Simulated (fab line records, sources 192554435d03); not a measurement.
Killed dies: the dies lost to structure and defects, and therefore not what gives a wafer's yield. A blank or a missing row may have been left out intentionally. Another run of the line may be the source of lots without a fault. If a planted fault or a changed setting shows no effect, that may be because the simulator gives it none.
fab line records	flow n5Finfet
record: lots: 4	wafers: 12	lastDay: 16
route steps=1938 shown BEOL_M4@1099 BEOL_M5@1112 BEOL_M6@1239 BEOL_M15@1830 PASSIVATION@1936
lots that met no fault: taken from a fault-free run of the same line
startH: the number of hours between the record's first day and the start of the first shown wafer of the lot	waitH: time in hours since the lot's previous step	" the same as in the row above	L1.1+2: one row covering several wafers at once	- no value present, or no start provided	* or withheld: withheld	< > ~ a bound
route shown NAME@n: NAME is a module with steps in the file, n the number in the route of the first one	usual: the fault-free wafers' mean and standard deviation	same: alike in all rows	chamber/n: place in a boat	sites: per-site readings	_std_site: the values' standard deviation	_edge_site: mean of outer sites minus mean of inner sites	radiusMm: for every site, how far away it sits from the centre of the wafer	mask NAME#n: copy n	behind: the tool/chamber that last shaped the wafer	hold: what put the lot on hold/how long, in hours/how the hold closed	device: names the non-switching transistor (n, p or np)	end of line: at the end of the route, the tests of the same wafers	a step without rows: its recipe alone	killed: at the first sort, the dies lost to defects and structure; wafer yield is something else	map: a wafer's dies, x killed, . not, _ none there
set.NAME: setting as actually run; set.NAME@STEP: the setting as run at that earlier step	model.NAME: the simulator's own value behind a step, which no gauge read
certain route steps with their lots: each step a table, each wafer a row
services: when a tool's chamber went out of use (startH, in hours from the record's first day, below 0 if earlier), for how many hours, and the reason
== steps ==
step: N5_BEOL_M4_ANNEAL_95
recipe: tempC: 400	timeS: 240	ambient: vacuum
step: N5_BEOL_M4_SPUTTER_96
recipe: material: Cu	targetThkA: 45	tempC: -20	chamberPressurePa: 0.07	powerW: withheld	timeS: 8.29
step: N5_BEOL_M4_ECD_50
recipe: material: Cu	targetThkA: 3000
step: N5_BEOL_M4_ANNEAL_51
recipe: tempC: 225	timeS: 90	ambient: N2
step: N5_BEOL_M4_CMP_52
recipe: stopOn: SiOC	tOverpolishS: 6.8	downForcePsi: 1	platenRpm: 50	clearingPlatenDownForcePsi: 1.5	clearingPlatenRpm: 50	postCmpClean: cuAlkaline	targetThkNm: 40	clearingPlatenPadVelocityMS: 0.99484	padVelocityMS: 0.99484
step: N5_BEOL_M4_PRE_CLEAN_60
recipe: gas: NH3/H2	timeS: 15	tempC: *	rfPowerW: 300
step: N5_BEOL_M4_CO_CAP_55
recipe: material: Co	targetThkA: 20	tempC: 200	precursor: CCTBA/H2	pressureTorr: 30	timeS: 102.1
step: N5_BEOL_M4_PRE_CLEAN_56
recipe: gas: NH3	timeS: 15	tempC: withheld	rfPowerW: 300
step: N5_BEOL_M4_DEP_57
recipe: material: SiCN	targetThkA: 80	tempC: withheld	precursor: 3MS/NH3	pressureTorr: 3	rfW: 202	timeS: 14
step: N5_BEOL_M4_RC_MEAS_101
usual: DIBL_N: 36.0/1.7	DIBL_P: 36.0/2	IOFF_N: 0.156/0.028	IOFF_P: 0.21/0.04	ION_N: 673/12	ION_P: 463/8.3	SS_N: 71.4/0.6	SS_P: 73.3/0.66	VT_N: 250/3	VT_P: -250/3.8
lot.wafer	tool	chamber	startH	waitH	DIBL_N[mV/V]	DIBL_P[mV/V]	IOFF_N[nA/um]	IOFF_P[nA/um]	ION_N[uA/um]	ION_P[uA/um]	SS_N[mV/dec]	SS_P[mV/dec]	VT_N[mV]	VT_P[mV]
L681.1	prober-02	0	179.40	0.3	35.9	35.2	0.134	0.17	681	460	71.6	73.2	256	-254
L681.3	"	0	"	"	35.1	34.5	0.127	0.17	660	450	71.4	72.9	254	-255
L681.4	"	0	"	"	37.7	37.4	0.168	0.19	671	462	71.4	73.2	253	-254
L687.2	prober-02	0	216.41	0.2	36.8	36.4	0.157	0.19	676	466	71.6	73.1	252	-252
L687.3	"	0	"	"	38.0	38.0	0.187	0.22	675	461	72.2	73.6	248	-253
L687.4	"	0	"	"	35.2	34.8	0.135	0.18	681	468	71.1	72.6	252	-254
L688.1	prober-02	0	226.85	0.0	33.4	33.8	0.127	0.20	668	462	71.3	72.1	252	-246
L688.2	"	0	"	"	34.8	35.0	0.141	0.22	662	458	72.1	73.4	254	-246
L688.6	"	0	"	"	32.9	32.3	0.119	0.19	663	456	71.0	72.1	255	-246
L694.1	prober-02	0	262.81	0.0	39.2	41.1	0.209	0.28	674	460	71.7	74.3	248	-247
L694.2	"	0	"	"	35.4	36.7	0.132	0.20	661	461	70.5	73.8	255	-251
L694.5	"	0	"	"	41.7	44.8	0.276	0.36	692	469	72.7	75.1	244	-243
step: N5_BEOL_M5_ILD_DEP_00
recipe: material: SiCOH_lowk	targetThkA: 1406.4	tempC: 300	precursor: DEMS/porogen	pressureTorr: 5	rfW: 500	timeS: 25.9
step: N5_BEOL_M5_CURE_79
recipe: tempC: 385	timeS: 240	ambient: He/Ar	material: SiCOH_lowk
step: N5_BEOL_M5_PECVD_70
recipe: material: SiO2	targetThkA: 160	tempC: 400	precursor: TEOS/O2	pressureTorr: 5.5	rfW: 450	teosFlowSccm: 53.8	gas: O2	flowSccm: 3000	timeS: 18
step: N5_BEOL_M5_HM_DEP_02
recipe: material: TiN	targetThkA: 200	tempC: 25	chamberPressurePa: 0.49996
step: N5_BEOL_M5_COAT_59
recipe: resist: SOC	tempC: 250	timeS: 60	spinRpm: 1500	resistThkNm: 60
step: N5_BEOL_M5_COAT_60
recipe: resist: SiARC	tempC: 220	timeS: 60	spinRpm: 1500	resistThkNm: 12
step: N5_BEOL_M5_COAT_71
recipe: resist: underlayer	tempC: 205	timeS: 60	spinRpm: 1500	resistThkNm: 5
step: N5_BEOL_M5_COAT_05
recipe: resist: CAR-EUV	spinRpm: 1500	resistThkNm: 30
step: N5_BEOL_M5_EBR_07
recipe: solvent: PGMEA	ebrWidthMm: 1.5
step: N5_BEOL_M5_SOFTBAKE_06
recipe: tempC: 110	timeS: 60	resist: CAR-EUV
step: N5_BEOL_M5_EXPOSE_08
recipe: maskId: M5	na: 0.33	sourceShape: annular	sigmaInner: 0.4	sigmaOuter: 0.8	polarization: unpolarized	targetCdNm: 28	doseMj: 35.75
step: N5_BEOL_M5_PEB_09
recipe: pebTempC: 100	pebTimeS: 60	resist: CAR-EUV
step: N5_BEOL_M5_DEVELOP_10
recipe: developTimeS: 30	developer: TMAH	resist: CAR-EUV	rinseLiquid: surfactantRinse	dry: airSpin	devTempC: 23
step: N5_BEOL_M5_DESCUM_16
recipe: chemistry: O2	timeS: 7	sourcePowerW: 50	biasPowerW: 20	pressureMtorr: 20	rfFrequencyHz: 2.712e+07	tempC: 40	resist: CAR-EUV	o2FlowSccm: 225
step: N5_BEOL_M5_ETCH_72
recipe: chemistry: N2/H2	target: underlayer	targetDepthA: 65	maskMaterial: CAR-EUV	timeS: 5.2	ionEnergyEv: 200	pressureMtorr: 30	sourceW: 840	biasW: 150	n2FlowSccm: 200	h2FlowSccm: 200	ends: cleared
step: N5_BEOL_M5_ETCH_61
recipe: chemistry: CF4	target: SiARC	targetDepthA: 156	maskMaterial: CAR-EUV	timeS: 26	ionEnergyEv: 80	pressureMtorr: 40	sourceW: 545	biasW: 36	Ar_flow_sccm: 100	cf4FlowSccm: 100	ends: cleared
step: N5_BEOL_M5_ETCH_62
recipe: chemistry: N2/H2	target: SOC	targetDepthA: 750	overetchA: 150	maskMaterial: SiARC	tempC: 40	timeS: 112.5	ionEnergyEv: 200	pressureMtorr: 30	sourceW: 840	biasW: 150	n2FlowSccm: 200	h2FlowSccm: 200
step: N5_BEOL_M5_STRIP_63
recipe: chemistry: N2/H2	tempC: 40	n2FlowSccm: 200	h2FlowSccm: 200	rfFrequencyHz: 6e+07
step: N5_BEOL_M5_STRIP_73
recipe: chemistry: N2/H2	tempC: 40	n2FlowSccm: 200	h2FlowSccm: 200	rfFrequencyHz: 6e+07
step: N5_BEOL_M5_STRIP_64
recipe: chemistry: CF4	resist: SiARC	powerW: 300	biasPowerW: 75	pressureMtorr: 50	cf4FlowSccm: 150	rfFrequencyHz: 6e+07
step: N5_BEOL_M5_HM_OPEN_17
recipe: chemistry: Cl2/BCl3	targetDepthA: 200	overetchA: 60	target: TiN	maskMaterial: SOC	ionEnergyEv: 150	pressureMtorr: 10	icpW: 1000	biasW: 126	Cl2_flow_sccm: 53.25	bcl3FlowSccm: 21.75	Ar_flow_sccm: 25
step: N5_BEOL_M5_STRIP_19
recipe: chemistry: O2	powerW: 400	tempC: 40	pressureMtorr: 30	rfFrequencyHz: 6e+07	biasPowerW: 0	overashFraction: 0.2	o2FlowSccm: 225
step: N5_BEOL_M5_COAT_65
recipe: resist: SOC	tempC: 250	timeS: 60	spinRpm: 1500	resistThkNm: 60
step: N5_BEOL_M5_COAT_66
recipe: resist: SiARC	tempC: 220	timeS: 60	spinRpm: 1500	resistThkNm: 12
step: N5_BEOL_M6_TRENCH_ETCH_37
recipe: chemistry: C4F6/O2	targetDepthA: 944.35	target: SiCOH_lowk	timeS: 31.5	ionEnergyEv: 250	pressureMtorr: 30	sourceW: 345	biasW: 185	Ar_flow_sccm: 300	C4F6_flow_sccm: 10	O2_flow_sccm: 10
usual: drypumpMotorCurrentA: 5.8/0.45	oesProductAu: 0.85/0.078	rfVppV: 660/11	showerheadPlenumPTorr: 2.87/0.076	throttleValvePct: 20.90/0.22
same: timeS: 31.5
lot.wafer	tool	chamber	startH	waitH	drypumpMotorCurrentA	oesProductAu	rfHoursCounterH	rfVppV	showerheadPlenumPTorr	throttleValvePct	model.etch.depthNm	model.BEOL_M6.featureDepthNm	model.TiN_of_BEOL_M6_HM_DEP_02.thkNm
L681.1	rieDiel-01	1	195.10	-	6.4	0.85	76	671	2.88	20.62	94.64	94.6	17.4
L681.3	"	0	"	"	6.7	0.96	3	653	2.91	20.71	95.17	95.2	17.8
L681.4	"	2	"	"	5.3	0.68	245	644	2.81	21.17	93.14	93.2	17.6
L687.2	rieDiel-01	1	237.49	-	6.4	0.66	92	669	2.88	20.55	64.01	64	18
L687.3	"	3	"	"	5.5	0.55	247	660	2.81	21.03	63.92	64	17.8
L687.4	"	0	"	"	6.7	0.73	19	652	2.91	20.68	64.46	64.4	18
L688.1	rieDiel-01	3	246.21	-	5.4	0.55	249	660	2.80	21.04	64.15	64.2	18
L688.2	"	0	"	"	6.7	0.72	22	653	2.90	20.69	65.29	65.2	18.2
L688.6	"	1	"	"	6.4	0.66	-	667	2.88	20.56	64.44	64.4	18
L694.1	rieDiel-06	2	288.67	-	5.6	0.91	28	670	2.91	20.85	94.3	94.4	17.4
L694.2	"	0	"	"	5.2	0.75	175	681	2.97	21.10	92.36	92.4	17.4
L694.5	"	3	"	"	5.7	0.73	-	653	2.80	21.29	96.4	96.4	17.4
step: N5_BEOL_M6_OCD_MEAS_38
usual: trenchDepthNm: 94.9/1.6
lot.wafer	tool	chamber	startH	waitH	trenchDepthNm
L681.1	ocd-02	-	195.25	-	94.3
L681.3	"	-	"	"	95.4
L681.4	"	-	"	"	93.0
L687.2	ocd-02	-	237.65	-	64.4
L687.3	"	-	"	"	64.4
L687.4	"	-	"	"	64.5
L688.1	ocd-01	-	246.36	-	64.8
L688.2	"	-	"	"	65.6
L688.6	"	-	"	"	64.3
L694.1	ocd-01	-	288.83	-	94.4
L694.2	"	-	"	"	92.2
L694.5	"	-	"	"	96.6
step: N5_BEOL_M6_CMP_52
recipe: stopOn: SiCOH_lowk	tOverpolishS: 6.9	downForcePsi: 1	platenRpm: 50	clearingPlatenDownForcePsi: 1.5	clearingPlatenRpm: 50	postCmpClean: cuAlkaline	targetThkNm: 80	clearingPlatenPadVelocityMS: 0.99484	padVelocityMS: 0.99484
usual: motorCurrentA: 5.8/0.55
lot.wafer	tool	chamber	startH	waitH	motorCurrentA	model.Cu_of_BEOL_M6_ECD_50.thkNm
L681.1	cmp-02	3	197.39	0.3	4.9	79.6
L681.4	"	1	"	"	5.9	77.4
L681.3	"	2	"	"	5.9	79.8
L687.2	cmp-01	0	239.75	0.3	6.3	50.4
L687.3	"	1	"	"	7.4	50.2
L687.4	"	2	"	"	5.6	50.6
L688.2	cmp-02	0	249.54	0.2	5.3	50
L688.1	"	1	"	"	5.9	49
L688.6	"	0	"	"	5.2	49
L694.1	cmp-02	2	291.83	0.3	5.7	78.6
L694.2	"	0	"	"	5.0	76.6
L694.5	"	3	"	"	5.4	80.6
step: N5_BEOL_M6_THK_MEAS_53
recipe: thkMeasGauge: xrf	reads: Cu_of_BEOL_M6_ECD_50
usual: M6_THK: 80.5/2
lot.wafer	tool	chamber	startH	waitH	M6_THK[nm]
L681.1	filmMetro-02	-	197.69	-	80.5
L681.3	"	-	"	"	80.7
L681.4	"	-	"	"	78.1
L687.2	filmMetro-01	-	240.01	-	51.0
L687.3	"	-	"	"	50.7
L687.4	"	-	"	"	51.0
L688.1	filmMetro-01	-	249.79	-	49.4
L688.2	"	-	"	"	50.3
L688.6	"	-	"	"	49.7
L694.1	filmMetro-01	-	292.13	-	79.6
L694.2	"	-	"	"	77.9
L694.5	"	-	"	"	82.3
step: N5_BEOL_M6_RS_MEAS_57
recipe: thkMeasGauge: four-point-probe	reads: Cu_of_BEOL_M6_ECD_50+Co_of_BEOL_M6_CVD_78+TaN_of_BEOL_M6_ALD_77
usual: M6_RS: 0.287/0.0083
lot.wafer	tool	chamber	startH	waitH	M6_RS[ohm/sq]
L681.1	filmMetro-01	-	197.83	0.1	0.288
L681.3	"	-	"	"	0.286
L681.4	"	-	"	"	0.297
L687.2	filmMetro-01	-	240.17	0.1	0.499
L687.3	"	-	"	"	0.504
L687.4	"	-	"	"	0.497
L688.1	filmMetro-02	-	249.93	0.1	0.519
L688.2	"	-	"	"	0.506
L688.6	"	-	"	"	0.519
L694.1	filmMetro-02	-	292.26	0.1	0.292
L694.2	"	-	"	"	0.301
L694.5	"	-	"	"	0.283
step: N5_BEOL_M15_RC_MEAS_101
usual: COMB_M10: 1.46e-11/2.8e-12	COMB_M11: 1.5e-11/3e-12	COMB_M11_max_site: 2.1e-11/4.9e-12	COMB_M12: 6.6e-12/1.4e-12	COMB_M13: 5.1e-12/1.1e-12	COMB_M14: 3.8e-12/7.8e-13	COMB_M15: 2.8e-12/5.2e-13	COMB_M5: 3.6e-11/6.8e-12	COMB_M7: 2.6e-11/5.5e-12	COMB_M8: 2.6e-11/4.5e-12	COMB_M9: 1.46e-11/2.9e-12	SERP_M10: 3.04/0.091	SERP_M11: 3.09/0.094	SERP_M12: 0.636/0.017	SERP_M13: 0.311/0.0067	SERP_M14: 0.158/0.0049	SERP_M14_max_site: 0.160/0.005	SERP_M5: 38.7/1.7	SERP_M5_max_site: 40.3/1.8	SERP_M6: 13.8/0.5	SERP_M6_max_site: 14.3/0.58	SERP_M7: 13.8/0.57	SERP_M8: 13.6/0.5	SERP_M9: 3.10/0.1
lot.wafer	tool	chamber	startH	waitH	COMB_M10[S/m]	COMB_M11[S/m]	COMB_M11_max_site[S/m]	COMB_M12[S/m]	COMB_M13[S/m]	COMB_M14[S/m]	COMB_M15[S/m]	COMB_M5[S/m]	COMB_M7[S/m]	COMB_M8[S/m]	COMB_M9[S/m]	SERP_M10[ohm/um]	SERP_M11[ohm/um]	SERP_M12[ohm/um]	SERP_M13[ohm/um]	SERP_M14[ohm/um]	SERP_M14_max_site[ohm/um]	SERP_M5[ohm/um]	SERP_M5_max_site[ohm/um]	SERP_M6[ohm/um]	SERP_M6_max_site[ohm/um]	SERP_M7[ohm/um]	SERP_M8[ohm/um]	SERP_M9[ohm/um]
L681.1	prober-02	0	266.63	0.0	1.66e-11	1.7e-11	2.3e-11	7.9e-12	7e-12	3.7e-12	3.5e-12	3.6e-11	3.5e-11	2.9e-11	1.86e-11	3.00	3.07	0.636	0.322	0.160	0.162	38.4	40.9	13.9	15.0	14.5	13.7	3.14
L681.3	"	0	"	"	1.76e-11	1.5e-11	1.8e-11	6.4e-12	5.3e-12	2.9e-12	3.3e-12	4.4e-11	2.3e-11	2.6e-11	1.58e-11	3.02	3.01	0.624	0.299	0.150	0.153	39.3	41.2	13.9	14.4	13.9	13.1	3.05
L681.4	"	0	"	"	1.75e-11	1.4e-11	2.2e-11	6.4e-12	6.2e-12	4.8e-12	3e-12	4.5e-11	2.5e-11	2.6e-11	1.51e-11	2.94	3.08	0.668	0.307	0.160	0.163	37.2	39.6	14.3	15.2	14.3	13.3	3.14
L688.1	prober-01	0	317.92	0.0	1.56e-11	1.1e-11	1.5e-11	4.8e-12	4.3e-12	4.4e-12	3e-12	2.9e-11	3.1e-11	2.8e-11	1.27e-11	3.03	3.06	0.659	0.316	0.165	0.166	37.7	38.3	23.7	27.0	13.0	13.6	3.02
L688.2	"	0	"	"	1.54e-11	1.2e-11	1.6e-11	5.6e-12	4.8e-12	4.5e-12	2.1e-12	4.2e-11	2.5e-11	3.5e-11	1.19e-11	2.91	3.20	0.635	0.304	0.161	0.163	39.1	41.0	23.1	24.2	13.6	14.2	2.95
L688.6	"	0	"	"	1.96e-11	1.5e-11	2.4e-11	5.6e-12	4e-12	4.4e-12	2.4e-12	3.6e-11	3e-11	3e-11	1.45e-11	2.98	3.28	0.658	0.306	0.158	0.161	38.0	39.4	23.6	26.6	13.5	13.3	2.85
L687.2	prober-02	0	320.11	0.2	1.39e-11	1.1e-11	1.4e-11	5.7e-12	5.6e-12	3.3e-12	2.5e-12	3.6e-11	3.3e-11	3.2e-11	1.41e-11	3.09	3.11	0.637	0.318	0.154	0.156	39.6	42.6	22.9	24.3	14.2	13.5	3.10
L687.3	"	0	"	"	1.11e-11	1.4e-11	1.7e-11	6.7e-12	5.7e-12	4.8e-12	2.5e-12	4.3e-11	1.6e-11	2.7e-11	1.9e-11	2.95	3.13	0.669	0.306	0.162	0.165	36.3	38.3	23.8	26.1	13.6	12.5	3.20
L687.4	"	0	"	"	1.31e-11	1.3e-11	2.2e-11	9.8e-12	4.9e-12	3.9e-12	3.3e-12	3.3e-11	2.3e-11	2.7e-11	1.67e-11	3.12	3.19	0.628	0.307	0.160	0.164	35.8	37.3	22.7	23.7	14.4	13.7	3.18
L694.1	prober-02	0	362.07	0.0	1.71e-11	1.4e-11	1.6e-11	5.5e-12	3.8e-12	4.2e-12	2.1e-12	3.3e-11	2.2e-11	2.5e-11	1.29e-11	3.18	3.00	0.644	0.306	0.154	0.156	39.6	41.3	14.0	14.5	14.1	13.7	3.06
L694.2	"	0	"	"	1.6e-11	1.4e-11	1.7e-11	4.9e-12	4.6e-12	2.7e-12	3.3e-12	3.7e-11	3.7e-11	2.4e-11	1.24e-11	3.21	3.05	0.637	0.303	0.157	0.158	37.4	38.2	14.1	14.6	13.8	14.1	2.84
L694.5	"	0	"	"	1.96e-11	1.2e-11	1.6e-11	5.8e-12	5e-12	3.6e-12	2.5e-12	4e-11	2.1e-11	2.3e-11	1.29e-11	2.97	2.95	0.622	0.307	0.153	0.155	38.4	39.6	13.6	14.0	12.8	13.6	3.15
sites SERP_M6 radiusMm=0,75,75,75,75,140,140,140,140
L681.1 13.1 13.9 13.7 13.4 13.8 14.1 15.0 14.6 14.5
L688.1 23.2 23.6 23.5 23.7 23.6 27.0 25.9 26.6 26.2
L687.2 21.5 22.7 22.4 21.9 22.9 23.5 23.7 23.2 24.3
L694.1 14.1 14.1 14.0 14.0 14.5 14.5 13.5 13.4 13.4
step: N5_PASSIVATION_PROBE_49
usual: defectLimitedYield: 91.6/1.6	killed_at_M0_to_M3: 31/10	killed_at_M4_up: 14/6.3	killedAtContacts: 12/6.1	killedAtFrontEnd: 39/12	killedAtOther: 3.7/2.8	killedDies: 100/19	killedOpen: 66/14	killedShort: 33/8.1	sort_bin_4_leakage: 0.00/0.014	sort_bin_5_function: 5.0/1.1	sort_bin_6_memory: 3.2/0.66	sort_bin_8_speed: 0.01/0.077	sortNPass: 1080/18
same: grossDies: 1180	killedAtBackSide: 0
lot.wafer	tool	chamber	startH	waitH	defectLimitedYield[%]	killed_at_M0_to_M3	killed_at_M4_up	killedAtContacts	killedAtFrontEnd	killedAtOther	killedDies	killedOpen	killedShort	sort_bin_4_leakage[%]	sort_bin_5_function[%]	sort_bin_6_memory[%]	sort_bin_8_speed[%]	sortNPass
L681.1	prober-02	-	280.45	0.0	93.7	22	11	15	24	2	74	51	23	0	4.2	1.9	0	1106
L681.3	prober-02	-	280.55	0.1	91.7	21	13	10	53	1	98	72	26	0	3.8	4.2	0	1082
L681.4	prober-02	-	280.60	0.2	92.8	21	18	11	31	4	85	52	33	0	3.7	3.3	0	1095
L688.1	prober-01	-	331.02	0.0	88.9	49	38	6	38	0	131	77	30	0	5.2	3.8	2.03	1049
L688.2	prober-01	-	331.07	0.1	91.6	31	24	8	35	1	99	58	26	0	4.0	3.2	0.93	1081
L688.6	prober-01	-	331.27	0.3	91.0	29	36	4	36	1	106	64	21	0	4.2	3.1	1.69	1074
L687.2	prober-02	-	334.38	0.1	92.5	17	30	3	37	2	89	43	29	0	3.6	2.3	1.44	1091
L687.3	prober-02	-	334.43	0.1	91.4	29	30	2	35	6	102	49	31	0	3.2	3.6	1.61	1078
L687.4	prober-02	-	334.48	0.2	93.0	22	21	4	30	6	83	51	22	0	3.2	2.8	0.76	1097
L694.1	prober-01	-	376.87	0.0	92.1	31	16	9	32	5	93	64	28	0	4.8	2.7	0	1087
L694.2	prober-01	-	376.92	0.1	90.1	31	24	12	46	4	117	66	50	0	6.3	3.2	0	1063
L694.5	prober-01	-	377.07	0.2	92.7	19	19	4	36	8	86	58	27	0.17	4.6	2.5	0	1092
killed by level:class
L681.1 MOL_CONTACT_COAG:geometricParticle:open=13 BEOL_M4:geometricParticle:open=8 STI_FIN_REVEAL:geometricParticle:open=7 BEOL_M2:geometricParticle:open=7 BEOL_M0_SAQP:geometricParticle:short=6 BEOL_M0_SAQP:geometricParticle:open=6 STARTING-WAFER:geometricParticle:short=6 FIN_SAQP:geometricParticle:short=4
L681.3 STI_FIN_REVEAL:geometricParticle:open=29 MOL_CONTACT_COAG:geometricParticle:open=8 BEOL_M2:geometricParticle:open=8 STI_FIN_REVEAL:geometricParticle:short=7 BEOL_M0_SAQP:geometricParticle:open=5 STARTING-WAFER:geometricParticle:short=5 DUMMY_GATE:geometricParticle:open=4 BEOL_M1:geometricParticle:open=3
L681.4 STI_FIN_REVEAL:geometricParticle:open=11 BEOL_M4:geometricParticle:open=9 GATE_CUT:geometricParticle:short=8 FIN_SAQP:geometricParticle:open=6 MOL_CONTACT_COAG:geometricParticle:open=6 MOL_CONTACT_COAG:geometricParticle:short=5 BEOL_M0_SAQP:geometricParticle:open=4 BEOL_M2:geometricParticle:open=4
L688.1 BEOL_M6:areaEcd=24 BEOL_M0_SAQP:geometricParticle:open=19 STI_FIN_REVEAL:geometricParticle:open=17 BEOL_M0_SAQP:geometricParticle:short=12 MOL_CONTACT_COAG:geometricParticle:open=5 BEOL_M1:geometricParticle:open=5 BEOL_M3:geometricParticle:open=5 BEOL_M4:geometricParticle:open=5
L688.2 BEOL_M6:areaEcd=11 FIN_SAQP:geometricParticle:open=9 BEOL_M4:geometricParticle:open=9 MOL_CONTACT_COAG:geometricParticle:open=7 BEOL_M0_SAQP:geometricParticle:open=7 BEOL_M0_SAQP:geometricParticle:short=7 BEOL_M3:geometricParticle:open=6 FIN_SAQP:geometricParticle:short=5
L688.6 BEOL_M6:areaEcd=20 BEOL_M3:geometricParticle:open=13 FIN_SAQP:geometricParticle:open=12 BEOL_M0_SAQP:geometricParticle:open=7 BEOL_M0_SAQP:geometricParticle:short=5 FIN_SAQP:geometricParticle:short=4 MOL_CONTACT_COAG:geometricParticle:open=4 STARTING-WAFER:geometricParticle:short=4
L687.2 BEOL_M6:areaEcd=17 STI_FIN_REVEAL:geometricParticle:open=8 FIN_SAQP:geometricParticle:open=7 FIN_SAQP:geometricParticle:short=6 BEOL_M4:geometricParticle:open=6 STARTING-WAFER:geometricParticle:short=5 STI_FIN_REVEAL:geometricParticle:short=4 DUMMY_GATE:geometricParticle:open=4
L687.3 BEOL_M6:areaEcd=19 FIN_SAQP:geometricParticle:open=13 BEOL_M2:geometricParticle:open=8 BEOL_M2:geometricParticle:short=6 BEOL_M0_SAQP:geometricParticle:open=5 FIN_SAQP:geometricParticle:short=4 STI_FIN_REVEAL:geometricParticle:short=4 BEOL_M4:geometricParticle:short=4
L687.4 FIN_SAQP:geometricParticle:open=10 BEOL_M6:areaEcd=9 FIN_SAQP:geometricParticle:short=8 BEOL_M1:geometricParticle:open=5 BEOL_M3:geometricParticle:open=5 BEOL_M0:geometricParticle:open=4 BEOL_M2:geometricParticle:open=4 BEOL_M7:geometricParticle:open=4
L694.1 BEOL_M3:geometricParticle:open=9 BEOL_M4:geometricParticle:open=9 STI_FIN_REVEAL:geometricParticle:open=8 MOL_CONTACT_COAG:geometricParticle:open=7 BEOL_M0_SAQP:geometricParticle:open=6 GATE_CUT:geometricParticle:short=5 BEOL_M2:geometricParticle:open=5 BEOL_M0_SAQP:geometricParticle:short=4
L694.2 MOL_CONTACT_COAG:geometricParticle:open=10 STI_FIN_REVEAL:geometricParticle:open=7 BEOL_M0_SAQP:geometricParticle:short=7 BEOL_M1:geometricParticle:open=7 FIN_SAQP:geometricParticle:short=6 GATE_CUT:geometricParticle:short=6 BEOL_M3:geometricParticle:open=6 BEOL_M4:geometricParticle:open=6
L694.5 BEOL_M4:geometricParticle:open=9 BEOL_M1:geometricParticle:open=6 FIN_SAQP:geometricParticle:short=5 FIN_SAQP:geometricParticle:open=5 STARTING-WAFER:geometricParticle:open=5 STI_FIN_REVEAL:geometricParticle:open=4 DUMMY_GATE:geometricParticle:open=4 GATE_CUT:geometricParticle:short=4
map L687.3 (x killed, . not)
_________________..x.x.......________________
______________.................._____________
___________xx................x....x__________
__________................x...x....._________
________...x......x..................x_______
_______.......xx......................x______
______.....x.......x....x..x....x.....x._____
_____x............................x......____
____.x.....................x.......x......___
___.....x....xx............xx..x.....x.....__
___.....................................x.x__
__...x............x.......xx.x...x.........._
__x.x..x.......x......x.............x......._
_.xx.............x.x...x.....................
_..........x................x................
_...x..........................xx.......x....
_x...xx.................x........x....x......
_.....x...x..x.x.......x.....................
_..x.......................x...............x.
_x.x....x.......x................x...........
_.......x...................................x
__..........x..............................._
__.......x............xx..........x........._
___x............x................x.........__
___...x.....x...x...............xx.........__
____x................................x....___
_____....................................____
______x.........x....................x.._____
_______.x..........x...................______
________......x......................._______
__________..............x..........._________
___________........................__________
______________......x.........x._____________
_________________............________________
map L688.1 (x killed, . not)
_________________..x....xx...________________
______________.xx..x............_____________
___________.x.x.............x.....x__________
__________..x..x..x...x....xx......._________
________...............x..x..xx.x....._______
_______.x.........x....x.x..x...x......______
______..x..x.....x............x........._____
_____......x...xx.....x..................____
____.....x..x.............................___
___.......................x................__
___................x.......x.........x..x..__
__.........x.............xxxx..............._
__......................x...x..............._
_............x.........x...x............x..x.
_..................xx......x....x..x.........
_................................x...x.x.....
_...................x...x..............x.....
_.....x.......x..............................
_...x.........x.............xx.....x.......x.
_.......................x.x............x.....
_..x...x..x.x......x.........................
__.....................x..........x........._
__...x....x.x............x...............x.._
___.............x.x.........x............x.__
___....x.x.x.x...x.......xxx..x..........x.__
____...xx..x.x.........x............x.....___
_____.......xx.........x.........x.....x.____
______.....x.x.........................._____
_______.x........x...x.............x...______
________.x...................x.x......_______
__________..x....xx................._________
___________.x......x.......x.......__________
______________.....x...x....x..._____________
_________________............________________
== services ==
tool	chamber	startH	hours	kind
cmp-02	-	179.48	2.3	repair
rieDiel-06	2	184.66	-	clean
rieDiel-06	2	184.66	-	consumableReplace:focusRing
rieDiel-06	2	184.66	21.6	scheduledDown
rieDiel-06	2	184.66	21.6	ventCycle
rieDiel-01	2	210.24	-	clean
rieDiel-01	2	210.24	-	consumableReplace:focusRing
rieDiel-01	2	210.24	15.4	scheduledDown
rieDiel-01	2	210.24	15.4	ventCycle
cmp-01	-	221.34	4.7	pm
cmp-02	-	240.06	4.0	pm
cmp-02	-	244.06	-	consumableReplace:conditioner
cmp-02	-	244.06	-	consumableReplace:pad
rieDiel-01	3	247.96	-	clean
rieDiel-01	3	247.96	-	consumableReplace:focusRing
rieDiel-01	3	247.96	16.2	scheduledDown
rieDiel-01	3	247.96	16.2	ventCycle
rieDiel-01	-	282.13	15.6	pm
== key ==
firstSign: step: N5_BEOL_M6_TRENCH_ETCH_37	reading: oesProductAu	direction: down	sigmas: 2.6	usual: 0.85	struck: 0.64	wafersMoved: 4
effect: step: N5_BEOL_M6_OCD_MEAS_38	reading: trenchDepthNm	direction: down	sigmas: 19	usual: 94.9	struck: 64.7
effect: step: N5_BEOL_M6_THK_MEAS_53	reading: M6_THK	direction: down	sigmas: 15	usual: 80.5	struck: 50.4
effect: step: N5_BEOL_M6_RS_MEAS_57	reading: M6_RS	direction: up	sigmas: 27	usual: 0.287	struck: 0.507
effect: step: N5_BEOL_M15_RC_MEAS_101	reading: SERP_M6	direction: up	sigmas: 19	usual: 13.8	struck: 23.3
effect: step: N5_PASSIVATION_PROBE_49	reading: sort_bin_8_speed	direction: up	sigmas: 17	usual: 0.01	struck: 1.41
modelEffect: step: N5_BEOL_M6_TRENCH_ETCH_37	value: etch.depthNm	without: 94.73	struck: 64.38
modelEffect: step: N5_BEOL_M6_CMP_52	value: Cu_of_BEOL_M6_ECD_50.thkNm	without: 80.2	struck: 49.87
metAt N5_BEOL_M6_TRENCH_ETCH_37
struckWafers L687.2,L687.3,L687.4,L688.1,L688.2,L688.6
onsetBetween 195.10 237.49
fault: kind: processParameterDrift	tool: rieDiel-01	chamber: -	onsetH: 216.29	steps: N5_BEOL_M6_TRENCH_ETCH_37	channel: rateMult	offset: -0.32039	shape: step	endH: 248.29
